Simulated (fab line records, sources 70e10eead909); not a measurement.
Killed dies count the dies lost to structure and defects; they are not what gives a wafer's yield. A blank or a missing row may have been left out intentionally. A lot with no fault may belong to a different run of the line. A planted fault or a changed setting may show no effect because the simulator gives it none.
fab line records ; flow nand-harc
record lots=7; wafers=21; last-day=32
route steps=1302 shown A_STAIRCASE@652
lots that met no fault: taken from a fault-free run of the same line
start-h: hours from the record's opening day to when the first of the lot's shown wafers began ; wait-h: how many hours have passed since the lot's step before this one ; " as in the row above ; L1.1+2: a single row standing in for several wafers ; - either no value or no given start ; * or withheld: withheld ; < > ~ a bound
route shown NAME@n: NAME is a module with steps in the file, n the number in the route of the first one ; usual: the fault-free wafers' mean and standard deviation ; same: alike in all rows ; chamber/n: place in a boat ; sites: per-site readings ; _std_site: standard deviation of those values ; _edge_site: the outer-site mean with the inner-site mean subtracted ; radius-mm: how far each site lies from the wafer's centre ; mask NAME#n: copy n ; behind: the last tool/chamber to shape the wafer ; hold: what put the lot on hold/how long, in hours/how the hold closed ; device: the n, p or np transistor that did not switch ; end of line: tests run on the same wafers once the route is complete ; for a step that has no rows: nothing shown but its recipe ; killed: dies that structure and defects cost at the first sort, which is not the same as the wafer's yield ; map: shows each die of a wafer: x if killed, . if not, _ if none is there
set.NAME: the setting that was run; set.NAME@STEP: the one run at that earlier step ; model.NAME: the simulator's own value behind a step, which no gauge read
a table for each step, a row for each wafer; lots at some steps of the route
services: when a tool's chamber went out of use (start-h, in hours from the record's first day, below 0 if earlier), for how many hours, and the reason
## steps
# step NHARC_A_STAIRCASE_ETCH_170
# recipe target-depth-a=2000; time-s=66.667; ion-energy-ev=250; c4f6-flow-sccm=25; o2-flow-sccm=20; ar-flow-sccm=500; rf-w=600; bias-w=500; chemistry=C4F6/O2
# usual drypump-motor-current-A=5.8/0.43; oes-product-au=0.976/0.014; rf-vpp-V=547/3.6; showerhead-plenum-p-Torr=3.94/0.17; throttle-valve-pct=26.904/0.0095
lot.wafer;tool;chamber;start-h;wait-h;drypump-motor-current-A;oes-product-au;rf-hours-counter-h;rf-vpp-V;showerhead-plenum-p-Torr;throttle-valve-pct
L464.3;rie-diel-04;2;-;-;6.0;0.967;1;553;4.23;26.900
L464.5;rie-diel-04;2;-;-;6.0;0.969;-;553;4.23;26.913
L464.4;rie-diel-04;0;-;-;6.1;0.956;-;550;4.06;26.899
L472.1;rie-diel-13;1;-;-;5.6;0.981;38;553;4.20;26.904
L472.6;rie-diel-13;1;-;-;5.5;0.980;-;554;4.20;26.909
L472.5;rie-diel-13;2;-;-;5.9;0.985;-;547;3.93;26.890
L475.4;rie-diel-13;2;-;-;5.9;0.985;36;547;3.93;26.916
L475.2;rie-diel-13;0;-;-;5.9;0.984;41;544;3.79;26.902
L475.3;rie-diel-13;1;-;-;5.5;0.991;40;554;4.20;26.902
L473.2;rie-diel-08;1;-;-;5.9;0.982;23;546;3.87;26.906
L473.4;rie-diel-08;3;-;-;5.5;0.976;26;544;3.77;26.900
L473.6;rie-diel-08;0;-;-;5.5;0.985;-;547;3.95;26.908
L477.3;rie-diel-13;0;-;-;5.9;0.974;49;545;3.78;26.894
L477.1;rie-diel-13;1;-;-;5.5;0.962;46;552;4.20;26.903
L477.5;rie-diel-13;3;-;-;6.6;0.971;-;541;3.68;26.903
L478.1;rie-diel-13;2;505.08;0.3;5.9;0.994;49;546;3.92;26.924
L478.4;rie-diel-13;2;505.08;0.3;5.9;1.004;-;548;3.92;26.902
L478.5;rie-diel-13;0;505.08;0.3;5.9;0.976;-;545;3.78;26.912
L482.4;rie-diel-13;3;-;-;6.6;0.974;10;542;3.67;26.907
L482.1;rie-diel-13;0;-;-;5.9;0.970;7;544;3.78;26.910
L482.5;rie-diel-13;1;-;-;5.5;0.969;-;553;4.19;26.901
# step NHARC_A_STAIRCASE_STRIP_171
# recipe power-w=1500; temp-c=250; chemistry=O2
# usual drypump-motor-current-A=5.3/0.33; heater-power-w=335/52
lot.wafer;tool;chamber;start-h;wait-h;drypump-motor-current-A;heater-power-w;rf-hours-counter-h
L464.3;plasma-asher-01;1;370.94;-;5.7;316;-
L464.4;plasma-asher-01;0;370.94;-;5.3;416;-
L464.5;plasma-asher-01;1;370.94;-;5.7;314;-
L472.1;plasma-asher-01;1;460.14;-;5.7;313;24
L472.6;plasma-asher-01;0;460.14;-;5.2;415;-
L472.5;plasma-asher-01;1;460.14;-;5.7;313;-
L475.2;plasma-asher-01;0;464.17;-;5.2;425;24
L475.4;plasma-asher-01;1;464.17;-;5.7;310;-
L475.3;plasma-asher-01;0;464.17;-;5.3;406;-
L473.2;plasma-asher-02;1;464.30;-;4.8;276;6
L473.4;plasma-asher-02;0;464.30;-;5.5;325;-
L473.6;plasma-asher-02;1;464.30;-;4.8;268;-
L477.1;plasma-asher-02;1;494.78;-;4.8;270;13
L477.3;plasma-asher-02;1;494.78;-;4.8;272;-
L477.5;plasma-asher-02;0;494.78;-;5.5;334;-
L478.1;plasma-asher-02;1;505.26;0.2;4.8;276;15
L478.4;plasma-asher-02;0;505.26;0.2;5.5;315;-
L478.5;plasma-asher-02;1;505.26;0.2;4.8;280;-
L482.1;plasma-asher-01;1;548.70;-;5.7;311;6
L482.4;plasma-asher-01;1;548.70;-;5.7;315;-
L482.5;plasma-asher-01;1;548.70;-;5.7;308;-
# step NHARC_A_STAIRCASE_STRIP_172
# recipe time-s=900; temp-c=130; chemistry=SPM
# step NHARC_A_STAIRCASE_PRECLEAN_173
# recipe time-s=*; temp-c=50; bath-age-min=0; chemistry=SC1
# step NHARC_A_STAIRCASE_SRD_174
# step NHARC_A_STAIRCASE_DEHYDRATE_01
# recipe temp-c=150; time-s=120
# step NHARC_A_STAIRCASE_HMDS_02
# recipe time-s=30
# step NHARC_A_STAIRCASE_COAT_03
# recipe spin-rpm=1200
# step NHARC_A_STAIRCASE_SOFTBAKE_04
# recipe temp-c=135; time-s=170
# step NHARC_A_STAIRCASE_EBR_05
# step NHARC_A_STAIRCASE_EXPOSE_06
# recipe na=0.5; dose-mj=25.43; mask-id=STAIR
# step NHARC_A_STAIRCASE_PEB_07
# recipe peb-temp-c=115; peb-time-s=130
# step NHARC_A_STAIRCASE_DEVELOP_08
# recipe time-s=140
# usual chill-plate-temp-C=23.03/0.095; exhaust-pa=44.9/0.92
lot.wafer;tool;chamber;start-h;wait-h;chill-plate-temp-C;exhaust-pa
L464.3;litho-track-05;0;372;-;22.83;45.6
L464.4;litho-track-05;0;372;-;23.08;44.0
L464.5;litho-track-05;0;372;-;23.07;45.0
L472.1;litho-track-07;-;461;-;-;-
L472.5;litho-track-07;-;461;-;-;-
L472.6;litho-track-07;-;461;-;-;-
L475.2;litho-track-05;-;465;-;-;-
L475.3;litho-track-05;-;465;-;-;-
L475.4;litho-track-05;-;465;-;-;-
L473.2;litho-track-03;-;465;-;-;-
L473.4;litho-track-03;-;465;-;-;-
L473.6;litho-track-03;-;465;-;-;-
L477.1;litho-track-05;0;495;-;23.11;44.8
L477.3;litho-track-05;0;495;-;23.23;44.3
L477.5;litho-track-05;0;495;-;23.19;44.4
L478.1;litho-track-07;0;506;-;23.14;43.7
L478.4;litho-track-07;0;506;-;22.91;42.7
L478.5;litho-track-07;0;506;-;22.97;41.7
L482.1;litho-track-05;0;549;-;23.00;45.1
L482.4;litho-track-05;0;549;-;22.86;46.1
L482.5;litho-track-05;0;549;-;23.00;45.9
## services
tool;chamber;start-h;hours;kind
rie-diel-13;0;351.06;-;clean
rie-diel-13;1;351.06;-;clean
rie-diel-13;1;351.06;-;consumable-replace:showerhead
plasma-asher-01;-;352.45;0.5;repair
rie-diel-04;-;356.45;9.0;pm
rie-diel-04;3;366.72;9.6;repair
rie-diel-08;-;368.13;9.0;pm
rie-diel-04;2;372.79;4.0;repair
rie-diel-04;3;380.24;6.1;repair
plasma-asher-02;-;385.45;1.6;repair
plasma-asher-02;-;389.15;0.8;repair
rie-diel-04;1;398.20;6.0;repair
litho-track-07;-;426.00;7.0;pm
plasma-asher-02;-;426.12;9.0;pm
litho-track-03;-;450.00;7.0;pm
rie-diel-08;2;464.98;26.5;repair
litho-track-05;-;474.00;7.0;pm
rie-diel-13;1;502.11;6.3;repair
rie-diel-13;3;503.17;2.0;repair
rie-diel-13;-;519.06;9.0;pm
plasma-asher-01;-;519.83;9.0;pm
plasma-asher-02;-;525.44;23.7;repair
rie-diel-04;-;533.45;9.0;pm
rie-diel-08;-;545.13;9.0;pm
## key
first-sign step=NHARC_A_STAIRCASE_DEVELOP_08; reading=tool-record; direction=missing
effect none on later readings
met-at NHARC_A_STAIRCASE_DEVELOP_08
struck-wafers L472.1,L472.5,L472.6,L473.2,L473.4,L473.6,L475.2,L475.3,L475.4
later-rows-left-out L472.1,L472.5,L472.6,L473.2,L473.4,L473.6,L475.2,L475.3,L475.4
sort-left-out L472.1,L472.5,L472.6,L473.2,L473.4,L473.6,L475.2,L475.3,L475.4
tester-left-out L472,L473,L475
onset-between 372 461
fault kind=skipped-step-whole; tool=litho-track-03,litho-track-05,litho-track-07; chamber=-; onset-h=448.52; steps=NHARC_A_STAIRCASE_DEVELOP_08; scope=struck-lots-only
# tester-left-out: of these lots the tester's yield and bins aren't shown, on N5 and GAA mostly nor the transistor test; their killed dies are dies lost to structure and defects alone, not to doping, threshold or leakage, so they don't give the yield
# sort-left-out: the simulated sort isn't trusted on such a fault, so these wafers' sort isn't shown, and their yield isn't known
# later-rows-left-out: the simulator's readings of these wafers behind a module that went badly wrong aren't trusted and aren't shown, but for the sort
